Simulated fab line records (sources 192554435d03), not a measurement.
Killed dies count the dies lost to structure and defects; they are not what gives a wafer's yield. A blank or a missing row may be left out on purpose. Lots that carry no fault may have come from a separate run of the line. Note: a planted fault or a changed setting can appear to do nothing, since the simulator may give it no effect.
fab line records    flow n5Finfet
record lots=10  wafers=29  lastDay=20
route steps=1938 shown BEOL_M4@1111 MIM_TOP_ETCH@1851 TV_OPEN@1890 PASSIVATION@1911
lots untouched by any fault: they come from a run of this same line in which no faults occurred
startH: the number of hours between the record's first day and the start of the first shown wafer of the lot    waitH: time in hours since the lot's previous step    " repeats the value in the row above    L1.1+2: a row that stands for several wafers    - no value present, or no start provided    * or withheld: withheld    < > ~ a bound
route shown NAME@n: NAME is a module with steps in the file, n the number in the route of the first one    usual: mean and standard deviation over wafers with no fault    same: alike in all rows    chamber/n: place in a boat    sites: per-site readings    _std_site: the values' standard deviation    _edge_site: outer sites' mean less inner sites'    radiusMm: for every site, how far away it sits from the centre of the wafer    mask NAME#n: copy n    behind: the most recent tool/chamber to have shaped the wafer    hold: why the lot was held/for how many hours/how that ended    device: which transistor (n, p or np) failed to switch    end of line: the same wafers' tests at the end of the route    for a step that has no rows: nothing shown but its recipe    killed: count of dies lost to structure and defects at first sort (not the wafer's yield)    map: a wafer's dies, marking killed ones x, the rest . and places with no die _
set.NAME: the setting that was run; set.NAME@STEP: the one run at that earlier step    model.NAME: the simulator's own value behind a step, which no gauge read
the route's steps for a sample of lots (tables are steps, rows are wafers)
services: from which hour (startH, from the record's first day; less than 0 if before it) a tool's chamber was out of use, for how many hours, and why
## steps
# step N5_BEOL_M4_RC_MEAS_101
# usual DIBL_N=36.5/2.1  DIBL_P=36.6/2.6  IOFF_N=0.17/0.044  IOFF_P=0.21/0.048  ION_N=674/17  ION_P=462/9.5  SS_N=71.6/0.77  SS_P=73.5/0.72  VT_N=250/4.2  VT_P=-250/3.9
lot.wafer  tool       chamber  startH  waitH  DIBL_N[mV/V]  DIBL_P[mV/V]  IOFF_N[nA/um]  IOFF_P[nA/um]  ION_N[uA/um]  ION_P[uA/um]  SS_N[mV/dec]  SS_P[mV/dec]  VT_N[mV]  VT_P[mV]
L576.3     prober-02  0        217.95  0.3    33.3          32.4          0.09           0.16           644           452           70.7          71.9          259       -254
L576.5     "          0        "       "      38.8          39.3          0.19           0.26           676           469           71.5          74.8          250       -247
L576.6     "          0        "       "      31.5          30.2          0.08           0.13           636           452           70.1          72.3          262       -256
L579.1     prober-01  0        222.07  0.0    41.7          40.4          0.31           0.35           707           476           73.8          74.9          241       -242
L579.3     "          0        "       "      34.2          32.3          0.13           0.19           678           467           70.7          72.7          251       -250
L579.6     "          0        "       "      40.5          40.5          0.29           0.34           703           475           72.2          74.8          241       -243
L584.2     prober-01  0        252.24  0.2    36.6          35.0          0.16           0.21           691           467           71.0          73.7          253       -253
L584.6     "          0        "       "      36.9          35.7          0.18           0.22           697           473           71.7          73.7          249       -250
L581.1     prober-01  0        261.62  0.0    39.1          39.4          0.21           0.24           694           469           72.9          74.1          247       -248
L581.3     "          0        "       "      37.9          39.1          0.18           0.23           666           461           72.4          73.7          250       -251
L581.6     "          0        "       "      34.6          33.8          0.12           0.17           664           457           70.8          73.6          255       -254
L585.1     prober-01  0        270.26  0.0    37.4          37.5          0.16           0.22           680           464           71.7          73.9          251       -249
L585.4     "          0        "       "      37.1          36.5          0.14           0.21           658           465           72.3          73.2          254       -248
L585.6     "          0        "       "      35.6          34.6          0.12           0.18           665           464           71.1          72.7          255       -251
L586.1     prober-01  0        275.72  0.0    37.5          38.5          0.20           0.23           679           457           71.9          74.0          246       -251
L586.2     "          0        "       "      33.3          34.1          0.12           0.17           659           454           70.4          72.7          252       -254
L586.4     "          0        "       "      39.0          39.8          0.23           0.25           682           466           72.8          74.5          246       -247
L589.1     prober-02  0        277.93  0.0    34.3          33.9          0.12           0.15           659           451           71.0          73.1          258       -258
L589.2     "          0        "       "      36.0          37.2          0.16           0.21           688           466           71.6          73.3          249       -253
L589.6     "          0        "       "      36.1          37.2          0.15           0.21           662           455           71.7          74.1          251       -253
L588.1     prober-01  0        288.22  0.0    38.7          38.6          0.21           0.25           703           473           71.7          74.1          243       -249
L588.2     "          0        "       "      38.1          38.9          0.21           0.25           696           480           71.5          73.7          244       -248
L588.4     "          0        "       "      36.4          36.6          0.16           0.21           677           455           70.9          73.3          248       -250
L587.2     prober-02  0        300.01  0.2    37.6          39.6          0.18           0.24           667           456           72.1          74.0          250       -249
L587.4     "          0        "       "      33.3          33.2          0.12           0.15           664           453           70.7          72.2          253       -255
L587.6     "          0        "       "      38.7          41.4          0.20           0.28           664           460           72.3          74.4          247       -250
L598.1     prober-01  0        349.42  0.0    34.9          36.2          0.12           0.17           664           459           71.3          73.3          257       -256
L598.4     "          0        "       "      37.3          38.6          0.16           0.21           671           469           71.8          74.0          252       -251
L598.6     "          0        "       "      35.3          35.4          0.13           0.16           666           453           71.5          72.8          255       -258
# step N5_MIM_TOP_ETCH_ETCH_00
# recipe chemistry=Cl2/BCl3  target=TiN  targetDepthA=385  ionEnergyEv=150  pressureMtorr=10  icpW=1000  biasW=126  Cl2_flow_sccm=53.25  bcl3FlowSccm=21.75  Ar_flow_sccm=25
# usual biasW=126.1/0.41  drypumpMotorCurrentA=5.65/0.15  oesProductAu=0.83/0.065  throttleValvePct=22.74/0.16
lot.wafer  tool         chamber  startH  waitH  biasW  drypumpMotorCurrentA  oesProductAu  rfHoursCounterH  throttleValvePct
L576.3     rieMetal-03  0        308.87  0.1    126.5  5.72                  0.97          -                22.76
L576.5     "            1        "       "      126.2  5.71                  0.89          -                22.76
L576.6     "            0        "       "      126.1  5.70                  0.97          -                22.78
L579.1     rieMetal-02  1        323.12  0.1    125.9  5.37                  0.78          38               22.71
L579.3     "            1        "       "      126.3  5.40                  0.78          -                22.70
L579.6     "            0        "       "      126.0  5.68                  0.78          -                22.46
L584.2     rieMetal-03  0        336.65  0.1    125.6  5.72                  0.95          3                22.78
L584.6     "            1        "       "      126.8  5.74                  0.87          -                22.76
L581.1     rieMetal-02  0        349.94  0.1    126.4  5.65                  0.76          49               22.45
L581.3     "            1        "       "      126.4  5.36                  0.76          -                22.71
L581.6     "            1        "       "      126.6  5.29                  0.76          -                22.70
L585.1     rieMetal-02  0        365.83  0.1    126.1  5.64                  0.76          50               22.47
L585.4     "            0        "       "      126.0  5.65                  0.76          -                22.47
L585.6     "            0        "       "      126.0  5.64                  0.76          -                22.47
L586.1     rieMetal-03  1        370.05  0.1    125.8  5.76                  0.86          18               22.78
L586.2     "            0        "       "      126.7  5.69                  0.91          6                22.79
L586.4     "            0        "       "      126.5  5.70                  0.91          -                22.78
L589.1     rieMetal-03  1        385.86  0.1    126.3  5.72                  0.86          19               22.78
L589.2     "            0        "       "      126.3  5.72                  0.90          7                22.78
L589.6     "            1        "       "      126.4  5.72                  0.86          -                22.78
L588.1     rieMetal-03  0        388.21  0.1    126.4  5.69                  0.90          8                22.80
L588.2     "            1        "       "      126.0  5.72                  0.73          20               22.79
L588.4     "            0        "       "      126.3  5.68                  0.90          -                22.78
L587.2     rieMetal-03  1        407.29  0.1    126.1  5.77                  0.72          21               22.79
L587.4     "            1        "       "      126.6  5.71                  0.85          -                22.78
L587.6     "            1        "       "      126.5  5.74                  0.73          -                22.79
L598.1     rieMetal-02  0        467.98  0.1    125.1  5.67                  0.74          58               22.47
L598.4     "            1        "       "      126.0  5.36                  0.74          -                22.73
L598.6     "            0        "       "      125.0  5.62                  0.74          -                22.48
# step N5_PASSIVATION_ETCH_15
# recipe chemistry=CF4/N2  target=SiCN  targetDepthA=750  taperDeg=2  timeS=81.2  ionEnergyEv=150  maskMaterial=SiNx  pressureMtorr=40  sourceW=430  biasW=70  Ar_flow_sccm=100  cf4FlowSccm=60  n2FlowSccm=60
# usual biasW=69.99/0.22  drypumpMotorCurrentA=5.6/0.32  oesProductAu=0.79/0.082  rfVppV=382.1/2.1  showerheadPlenumPTorr=2.20/0.078  throttleValvePct=15.43/0.22
lot.wafer  tool        chamber  startH  waitH  biasW  drypumpMotorCurrentA  oesProductAu  rfHoursCounterH  rfVppV  showerheadPlenumPTorr  throttleValvePct
L576.3     rieDiel-03  1        -       -      69.96  6.4                   0.74          194              381.4   2.20                   15.58
L576.5     "           2        "       "      69.81  5.4                   0.96          -                383.4   2.24                   15.02
L576.6     "           1        "       "      69.80  6.5                   0.75          -                380.1   2.20                   15.57
L579.1     rieDiel-02  0        -       -      70.15  5.5                   0.77          143              380.6   2.12                   15.36
L579.3     "           3        "       "      70.53  5.6                   0.68          241              380.5   2.07                   15.66
L579.6     "           2        "       "      70.08  5.5                   0.74          -                382.3   2.18                   15.59
L584.2     rieDiel-02  0        -       -      69.78  5.5                   0.75          148              379.1   2.12                   15.38
L584.6     "           0        "       "      69.96  5.5                   0.76          -                379.5   2.12                   15.38
L581.1     rieDiel-02  1        -       -      69.81  5.4                   0.81          118              383.5   2.31                   15.30
L581.3     "           2        "       "      69.95  5.5                   0.73          234              382.5   2.18                   15.62
L581.6     "           0        "       "      69.52  5.5                   0.75          -                381.0   2.12                   15.37
L585.1     rieDiel-02  1        -       -      69.92  5.5                   0.81          123              385.3   2.31                   15.31
L585.4     "           0        "       "      69.80  5.5                   0.75          158              379.0   2.12                   15.39
L585.6     "           1        "       "      70.18  5.4                   0.81          -                383.4   2.31                   15.32
L586.1     rieDiel-06  1        -       -      69.86  5.4                   0.77          125              383.1   2.22                   15.57
L586.2     "           0        "       "      70.04  5.5                   0.83          80               380.6   2.14                   15.16
L586.4     "           1        "       "      69.55  5.3                   0.77          -                383.0   2.22                   15.58
L589.1     rieDiel-02  0        -       -      70.22  5.5                   0.75          166              381.2   2.11                   15.42
L589.2     "           3        "       "      70.03  5.7                   0.91          8                385.6   2.33                   15.21
L589.6     "           2        "       "      70.00  5.5                   0.72          -                381.5   2.18                   15.64
L588.1     rieDiel-02  2        -       -      69.67  5.5                   0.71          248              382.2   2.18                   15.65
L588.4     "           0        "       "      70.30  5.5                   0.75          167              380.1   2.12                   15.40
L587.4     rieDiel-06  1        -       -      69.84  5.4                   0.76          139              380.9   2.22                   15.60
L598.1     rieDiel-03  1        -       -      70.11  6.4                   0.72          226              382.2   2.19                   15.65
L598.4     "           2        "       "      69.77  5.4                   0.86          43               383.7   2.23                   15.09
L598.6     "           3        "       "      70.39  4.9                   0.71          -                383.1   2.26                   15.88
# step N5_PASSIVATION_STRIP_34
# recipe chemistry=O2  powerW=600  tempC=60  pressureMtorr=30  rfFrequencyHz=6e+07  biasPowerW=0  overashFraction=2  o2FlowSccm=225
# usual drypumpMotorCurrentA=5.6/0.38  oesProductAu=0.80/0.098  rfVppV=3.8/1.7  showerheadPlenumPTorr=2.10/0.078  throttleValvePct=16.64/0.29
# same biasPowerW=0
lot.wafer  tool        chamber  startH  waitH  drypumpMotorCurrentA  oesProductAu  rfHoursCounterH  rfVppV  showerheadPlenumPTorr  throttleValvePct
L576.3     rieDiel-05  3        314.61  0.1    5.4                   0.93          22               2.3     2.24                   16.27
L576.5     "           0        "       "      5.1                   0.70          -                3.7     1.95                   16.52
L576.6     "           3        "       "      5.4                   0.94          -                1.1     2.25                   16.27
L579.1     rieDiel-05  3        327.69  0.1    5.4                   0.93          27               2.4     2.24                   16.22
L579.3     "           2        "       "      5.3                   0.92          18               2.0     2.12                   16.31
L579.6     "           0        "       "      5.2                   0.71          -                3.2     1.95                   16.48
L584.2     rieDiel-04  3        343.05  0.1    5.5                   0.71          203              3.9     2.02                   16.89
L584.6     "           3        "       "      5.5                   0.72          -                3.9     2.02                   16.93
L581.1     rieDiel-05  1        357.93  0.2    6.1                   0.74          190              2.8     2.09                   17.08
L581.3     "           2        "       "      5.2                   0.86          29               3.5     2.12                   16.35
L581.6     "           1        "       "      6.2                   0.73          -                1.8     2.09                   17.05
L585.1     rieDiel-05  2        371.30  0.1    5.3                   0.88          38               3.1     2.11                   16.33
L585.4     "           3        "       "      5.5                   0.92          -                3.7     2.24                   16.31
L585.6     "           2        "       "      5.3                   0.88          -                4.6     2.12                   16.39
L586.1     rieDiel-04  3        384.50  0.4    5.5                   0.70          222              4.0     2.01                   17.02
L586.2     "           0        "       "      5.8                   0.72          182              4.5     2.11                   16.60
L586.4     "           0        "       "      5.8                   0.73          -                4.3     2.12                   16.58
L589.1     rieDiel-01  1        395.30  0.1    5.8                   0.73          187              2.9     2.17                   16.52
L589.2     "           3        "       "      5.0                   0.71          215              5.0     2.00                   17.05
L589.6     "           2        "       "      5.1                   0.97          -                3.0     2.05                   16.46
L588.1     rieDiel-04  2        396.88  0.2    5.6                   0.80          116              4.0     2.08                   16.83
L588.4     "           2        "       "      5.6                   0.79          -                3.9     2.09                   16.82
L587.4     rieDiel-04  0        415.31  0.1    5.9                   0.72          -                4.0     2.11                   16.61
L598.1     rieDiel-05  1        473.90  0.1    6.1                   0.70          221              5.0     2.07                   17.17
L598.4     "           0        "       "      5.2                   0.88          32               5.8     2.19                   16.10
L598.6     "           2        "       "      5.2                   0.83          -                6.7     2.10                   16.43
# step N5_PASSIVATION_INSPECT_67
# recipe mode=adi  inspectInstrument=macro
# usual rawDefectCount=2.1/1.4
lot.wafer  tool              chamber  startH  waitH  rawDefectCount
L576.3     defectInspect-01  -        315.84  0.0    5
L576.5     "                 -        "       "      3
L576.6     "                 -        "       "      1
L579.1     defectInspect-02  -        328.79  0.0    4
L579.3     "                 -        "       "      1
L579.6     "                 -        "       "      2
L584.2     defectInspect-02  -        344.22  0.0    4
L584.6     "                 -        "       "      4
L581.1     defectInspect-01  -        359.23  0.0    0
L581.3     "                 -        "       "      1
L581.6     "                 -        "       "      0
L585.1     defectInspect-01  -        372.53  0.0    0
L585.4     "                 -        "       "      2
L585.6     "                 -        "       "      0
L586.1     defectInspect-02  -        385.60  0.0    1
L586.2     "                 -        "       "      4
L586.4     "                 -        "       "      2
L589.1     defectInspect-02  -        396.40  0.0    4
L589.2     "                 -        "       "      2
L589.6     "                 -        "       "      2
L588.1     defectInspect-01  -        398.12  0.0    1
L588.4     "                 -        "       "      1
L587.4     defectInspect-02  -        416.52  0.0    1
L598.1     defectInspect-02  -        475.13  0.0    0
L598.4     "                 -        "       "      2
L598.6     "                 -        "       "      1
# step N5_PASSIVATION_PROBE_49
# usual defectLimitedYield=91.2/1.5  killed_at_M0_to_M3=36/10  killed_at_M4_up=14/5.2  killedAtContacts=12/6  killedAtFrontEnd=37/10  killedAtOther=4/3.3  killedDies=104/18  killedOnRim=14/4.1  killedOpen=68/14  killedShort=34/7.4  sort_bin_4_leakage=0.01/0.04  sort_bin_5_function=5.2/1  sort_bin_6_memory=3.3/0.7  sort_bin_8_speed=0.01/0.045  sortNPass=1076/18  sortYieldPct=91.2/1.5
# same grossDies=1180  killedAtBackSide=0
lot.wafer  tool       chamber  startH  waitH  defectLimitedYield[%]  killed_at_M0_to_M3  killed_at_M4_up  killedAtContacts  killedAtFrontEnd  killedAtOther  killedDies  killedOnRim  killedOpen  killedShort  sort_bin_4_leakage[%]  sort_bin_5_function[%]  sort_bin_6_memory[%]  sort_bin_8_speed[%]  sortNPass  sortYieldPct[%]
L586.1     prober-01  -        388.69  0.0    90.8                   49                  19               12                28                0              108         12           65          43           0                      6.1                     2.9                   0                    1072       90.8
L586.2     prober-01  -        388.74  0.1    92.0                   35                  13               10                36                0              94          12           65          28           0                      5.3                     2.5                   0                    1086       92.0
L586.4     prober-01  -        388.84  0.2    92.8                   26                  11               11                35                2              85          2            57          28           0                      3.6                     3.5                   0                    1095       92.8
L589.1     prober-01  -        400.51  0.0    89.1                   42                  14               10                61                2              129         15           77          52           0                      6.4                     4.2                   0                    1051       89.1
L589.2     prober-01  -        400.56  0.1    92.3                   29                  12               7                 41                2              91          7            55          36           0                      5.0                     2.4                   0                    1089       92.3
L589.6     prober-01  -        400.76  0.3    90.1                   44                  9                11                52                1              117         12           71          45           0                      6.1                     3.2                   0                    1063       90.1
L588.1     prober-01  -        401.20  0.0    91.9                   41                  15               2                 34                4              96          9            67          29           0                      4.8                     3.1                   0                    1084       91.9
L588.2     prober-01  -        401.25  0.1    0.5                    33                  22               9                 35                1075           1174        151          67          33           0                      95.5                    3.8                   0                    6          0.5
L588.4     prober-01  -        401.35  0.2    93.7                   24                  11               9                 27                3              74          8            48          24           0                      3.3                     2.8                   0                    1106       93.7
L587.2     prober-02  -        419.64  0.1    0.4                    24                  12               25                29                1085           1175        152          55          36           0                      95.3                    4.0                   0                    5          0.4
L587.4     prober-02  -        419.74  0.2    90.9                   30                  21               9                 43                4              107         12           60          47           0                      5.2                     3.7                   0                    1073       90.9
L587.6     prober-02  -        419.84  0.3    0.6                    35                  21               17                28                1072           1173        151          75          28           0                      95.8                    3.4                   0                    7          0.6
# killed by level:class
L586.1 BEOL_M0_SAQP:geometricParticle:short=12 BEOL_M3:geometricParticle:open=11 MOL_CONTACT_COAG:geometricParticle:open=9 BEOL_M4:geometricParticle:open=7 STI_FIN_REVEAL:geometricParticle:open=6 BEOL_M0_SAQP:geometricParticle:open=6 FIN_SAQP:geometricParticle:short=5 BEOL_M1:geometricParticle:open=5
L586.2 BEOL_M3:geometricParticle:open=11 MOL_CONTACT_COAG:geometricParticle:open=8 BEOL_M1:geometricParticle:open=8 FIN_SAQP:geometricParticle:short=5 STI_FIN_REVEAL:geometricParticle:open=5 ILD0:geometricParticle:short=5 BEOL_M0_SAQP:geometricParticle:open=5 BEOL_M0_SAQP:geometricParticle:short=5
L586.4 MOL_CONTACT_COAG:geometricParticle:open=11 BEOL_M3:geometricParticle:open=10 FIN_SAQP:geometricParticle:open=8 STI_FIN_REVEAL:geometricParticle:open=8 FIN_SAQP:geometricParticle:short=7 GATE_CUT:geometricParticle:short=6 BEOL_M2:geometricParticle:open=6 BEOL_M0_SAQP:geometricParticle:open=3
L589.1 STI_FIN_REVEAL:geometricParticle:open=13 BEOL_M0_SAQP:geometricParticle:open=10 BEOL_M0_SAQP:geometricParticle:short=8 FIN_SAQP:geometricParticle:open=7 FIN_SAQP:geometricParticle:short=7 MOL_CONTACT_COAG:geometricParticle:open=7 STI_FIN_REVEAL:geometricParticle:short=6 ILD0:geometricParticle:short=6
L589.2 FIN_SAQP:geometricParticle:open=9 BEOL_M1:geometricParticle:open=9 GATE_CUT:geometricParticle:short=7 MOL_CONTACT_COAG:geometricParticle:open=7 FIN_SAQP:geometricParticle:short=6 BEOL_M2:geometricParticle:open=5 BEOL_M1:geometricParticle:short=5 BEOL_M4:geometricParticle:open=5
L589.6 FIN_SAQP:geometricParticle:open=16 FIN_SAQP:geometricParticle:short=14 BEOL_M1:geometricParticle:open=14 BEOL_M0_SAQP:geometricParticle:short=9 DUMMY_GATE:geometricParticle:open=8 MOL_CONTACT_COAG:geometricParticle:open=7 BEOL_M2:geometricParticle:open=7 BEOL_M0_SAQP:geometricParticle:open=5
L588.1 BEOL_M0_SAQP:geometricParticle:short=14 STI_FIN_REVEAL:geometricParticle:open=10 BEOL_M3:geometricParticle:open=10 FIN_SAQP:geometricParticle:open=7 BEOL_M0_SAQP:geometricParticle:open=7 BEOL_M4:geometricParticle:open=6 FIN_SAQP:geometricParticle:short=4 BEOL_M7:geometricParticle:open=4
L588.2 MIM_TOP_ETCH:areaEtch=1071 BEOL_M4:geometricParticle:open=13 BEOL_M0_SAQP:geometricParticle:open=12 MOL_CONTACT_COAG:geometricParticle:open=9 STI_FIN_REVEAL:geometricParticle:open=8 BEOL_M0_SAQP:geometricParticle:short=7 FIN_SAQP:geometricParticle:short=6 FIN_SAQP:geometricParticle:open=5
L588.4 BEOL_M0_SAQP:geometricParticle:open=9 FIN_SAQP:geometricParticle:open=7 MOL_CONTACT_COAG:geometricParticle:open=7 BEOL_M0_SAQP:geometricParticle:short=6 BEOL_M0:geometricParticle:open=4 STARTING-WAFER:geometricParticle:short=4 GATE_CUT:geometricParticle:open=3 GATE_CUT:geometricParticle:short=3
L587.2 MIM_TOP_ETCH:areaEtch=1083 MOL_CONTACT_COAG:geometricParticle:open=20 FIN_SAQP:geometricParticle:short=5 MOL_CONTACT_COAG:geometricParticle:short=5 BEOL_M0_SAQP:geometricParticle:open=5 BEOL_M3:geometricParticle:short=5 DUMMY_GATE:geometricParticle:open=4 BEOL_M5:geometricParticle:short=4
L587.4 FIN_SAQP:geometricParticle:open=13 BEOL_M0_SAQP:geometricParticle:open=9 BEOL_M0_SAQP:geometricParticle:short=9 MOL_CONTACT_COAG:geometricParticle:open=6 BEOL_M5:geometricParticle:short=6 FIN_SAQP:geometricParticle:short=5 ILD0:geometricParticle:short=5 DUMMY_GATE:geometricParticle:open=4
L587.6 MIM_TOP_ETCH:areaEtch=1070 MOL_CONTACT_COAG:geometricParticle:open=15 BEOL_M0_SAQP:geometricParticle:open=15 DUMMY_GATE:geometricParticle:open=7 BEOL_M4:geometricParticle:open=7 BEOL_M3:geometricParticle:open=6 BEOL_M0_SAQP:geometricParticle:short=6 FIN_SAQP:geometricParticle:open=5
## services
tool         chamber  startH  hours  kind
rieDiel-05   1        286.76  30.4   repair
rieDiel-01   1        313.20  6.2    repair
rieDiel-06   2        331.76  38.5   repair
rieDiel-02   3        351.50  -      clean
rieDiel-02   3        351.50  -      consumableReplace:focusRing
rieDiel-02   3        351.50  -      consumableReplace:showerhead
rieDiel-02   3        351.50  17.3   scheduledDown
rieDiel-02   3        351.50  17.3   ventCycle
rieDiel-01   -        351.84  15.6   pm
rieDiel-03   -        377.95  28.1   pm
rieDiel-04   1        380.23  18.4   repair
rieDiel-02   -        383.26  0.5    repair
rieDiel-04   0        386.71  4.0    repair
rieDiel-02   2        402.09  -      clean
rieDiel-02   2        402.09  -      consumableReplace:focusRing
rieDiel-02   2        402.09  24.7   scheduledDown
rieDiel-02   2        402.09  24.7   ventCycle
rieDiel-04   -        416.71  2.8    pm
rieDiel-01   0        427.65  10.6   repair
rieDiel-03   1        436.31  21.0   repair
rieDiel-06   -        440.85  5.4    repair
rieDiel-02   1        457.33  10.4   repair
rieDiel-01   -        461.42  0.7    repair
rieMetal-03  -        462.95  1.3    repair
## key
firstSign step=N5_PASSIVATION_PROBE_49  reading=killedAtOther  direction=up  sigmas=99+  usual=4  struck=1077
effect step=N5_PASSIVATION_PROBE_49  reading=sort_bin_5_function  direction=up  sigmas=88  usual=5.2  struck=95.5
moreKillsBornAt N5_MIM_TOP_ETCH_ETCH_00@rieMetal-03=3224
metAt N5_MIM_TOP_ETCH_ETCH_00
struckLots L587,L588
struckWafers L587.2,L587.6,L588.2
laterRowsLeftOut L587.2,L587.6,L588.2
notActingAt N5_PASSIVATION_ETCH_15,N5_PASSIVATION_STRIP_34,N5_PASSIVATION_INSPECT_67
onsetBetween 385.86 388.21
fault kind=processParameterDrift  tool=rieMetal-03  chamber=-  onsetH=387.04  steps=N5_MIM_TOP_ETCH_ETCH_00  channel=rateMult  offset=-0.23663  shape=step  endH=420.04  scope=struckWafersOnly
# laterRowsLeftOut: the simulator's readings of these wafers behind a module that went badly wrong aren't trusted and aren't shown, but for the sort
